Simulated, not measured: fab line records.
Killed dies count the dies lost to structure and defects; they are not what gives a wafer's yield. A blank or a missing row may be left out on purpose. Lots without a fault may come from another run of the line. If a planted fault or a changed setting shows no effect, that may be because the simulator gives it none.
Split-lot experiment -- flow n5Finfet -- on a route of 1938 steps: 7 lots, 39 wafers read

== SPLIT DETAILS ==
At N5_FIN_SAQP_SPACER1_ALD_24 (deposits SiO2, target thk 20.3 nm, pulse time 1 s, purge time 2 s), the setting aldCycles was moved away from the recipe's 218 on 9 of the 39 wafers read, by -17.4% to +14.7%. For the rest of the wafers, this setting stayed at what the recipe calls for.

== FROM THE SPLIT TO THE READING: what the file shows between them, 2 steps ==
- N5_FIN_SAQP_SPACER1_ETCHBACK_25: etches SiO2 in CHF3/O2, target depth 24.4 nm, time 12.2 s
- N5_FIN_SAQP_MANDREL1_REMOVE_56: chemistry HBr/Cl2/O2, target a-Si, stops on SiNx, bt time 10 s

== THE READING ==
cdNm at N5_FIN_SAQP_CD_MEAS_27, given in nm (cd target 20 nm). Fault-free wafers of this fab line usually give 20.29 nm, standard deviation 0.25 nm.

wafer,"tool, chamber at the split",aldCycles as run,against the recipe,"cdNm, nm",against lot-mates on the recipe
L075.1,"aldSin-02, 0",218,recipe,20.26,-
L075.2,"aldSin-02, 1,2,3,1",218,recipe,20.13,-
L075.3,"aldSin-02, 1,2,3,1",218,recipe,20.28,-
L075.4,"aldSin-02, 1,2,3,1",218,recipe,20.30,-
L075.5,"aldSin-02, 0",218,recipe,20.57,-
L075.6,"aldSin-02, 1,2,3,1",218,recipe,19.92,-
L079.1,"aldSin-02, 0,3,3",180,-17.4%,16.50,-3.74
L079.2,"aldSin-02, 2",218,recipe,20.19,-
L079.3,"aldSin-02, 0,3,3",180,-17.4%,17.06,-3.18
L079.4,"aldSin-02, 0,2",218,recipe,20.38,-
L079.5,"aldSin-02, 0,3,3",180,-17.4%,16.72,-3.52
L079.6,"aldSin-02, 0,2",218,recipe,20.16,-
L081.1,"aldSin-03, 3,2,1,0",218,recipe,19.97,-
L081.2,"aldSin-03, 0,1",218,recipe,20.42,-
L081.3,"aldSin-03, 3,2,1,0",218,recipe,19.86,-
L081.4,"aldSin-03, 0,1",218,recipe,20.59,-
L081.5,"aldSin-03, 3,2,1,0",218,recipe,20.05,-
L081.6,"aldSin-03, 3,2,1,0",218,recipe,19.67,-
L089.1,"aldSin-03, 1",218,recipe,20.48,-
L089.3,"aldSin-03, 2",218,recipe,20.55,-
L089.4,"aldSin-03, 1",218,recipe,20.68,-
L090.1,"aldSin-02, 3,0,2",196,-10.1%,18.10,-2.07
L090.2,"aldSin-02, 1",218,recipe,20.35,-
L090.3,"aldSin-02, 2",218,recipe,20.12,-
L090.4,"aldSin-02, 3,0,2",196,-10.1%,17.90,-2.27
L090.5,"aldSin-02, 3,0,2",196,-10.1%,18.16,-2.01
L090.6,"aldSin-02, 1",218,recipe,20.04,-
L095.1,"aldSin-03, 3,1,0,0",218,recipe,20.30,-
L095.2,"aldSin-03, 3,1,0,0",218,recipe,20.12,-
L095.3,"aldSin-03, 2,3",218,recipe,20.41,-
L095.4,"aldSin-03, 3,1,0,0",218,recipe,20.62,-
L095.5,"aldSin-03, 2,3",218,recipe,20.22,-
L095.6,"aldSin-03, 3,1,0,0",218,recipe,20.82,-
L096.1,"aldSin-03, 3",250,+14.7%,23.19,+2.74
L096.2,"aldSin-03, 1,2",218,recipe,20.24,-
L096.3,"aldSin-03, 1,2",218,recipe,20.54,-
L096.4,"aldSin-03, 1,3",250,+14.7%,23.73,+3.28
L096.5,"aldSin-03, 2",218,recipe,20.56,-
L096.6,"aldSin-03, 1,3",250,+14.7%,23.05,+2.60
If several chambers appear in one row, that row covers several wafers at once and the file leaves open which wafer was in which chamber.

FIT RESULTS
A straight line over all 39 wafers: cdNm changes by +0.207 nm for each +1% of aldCycles; r = +0.98; the points scatter about the line by 0.26 nm.
The same after taking each lot's own level away (the mean of its wafers on the recipe; 39 wafers): +0.2 nm for each +1%; r = +0.99; scatter 0.22 nm.
The reading moves by 3.5 nm for the largest change in aldCycles, on that fit.
Across the lots, their own levels run from 20.093 to 20.570 nm, a range of 1.9 times the standard deviation given above.
The two slopes agree, so the slope changes little with the lot-to-lot level.
Check: -3.44 nm against its lot-mates is what the line predicts for one of the wafers moved furthest among these (-17.4%) when that wafer is left out of the fit. It came out at -3.74 nm against them.

== ADDITIONAL SPLITS CARRIED BY THESE WAFERS ==
These wafers also went through other splits before the reading. Each is held against what the fit with the lots' levels taken away leaves over:
other split on the same wafers,wafers away from the commonest value,r with cdNm (lot level and that fit taken away)
N5_WELL_APT_IMPLANT_14 energyKev,15,-0.16

== THE WHOLE CHAIN: every reading that the file lists as answering this split, in the file's order ==
step,what it does,reading,change (the file's fit),r (the file's)
N5_FIN_SAQP_SPACER1_ALD_24,"deposits SiO2, target thk 20.3 nm, pulse time 1 s, purge time 2 s","SiO2_of_FIN_SAQP_SPACER1_ALD_24.thkNm (the simulator's own value, which no gauge read)",+0.208 nm for each +1% of the setting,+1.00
N5_FIN_SAQP_MANDREL1_REMOVE_56,"chemistry HBr/Cl2/O2, target a-Si, stops on SiNx, bt time 10 s","FIN_SAQP.cdNm (the simulator's own value, which no gauge read)",+0.203 nm for each +1% of the setting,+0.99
N5_FIN_SAQP_CD_MEAS_27,target cd 20 nm,cdNm,+0.2 nm for each +1% of the setting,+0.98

== FILE'S OWN FIT ==
cdNm changes by +0.2 nm for each +1% of aldCycles, r = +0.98.
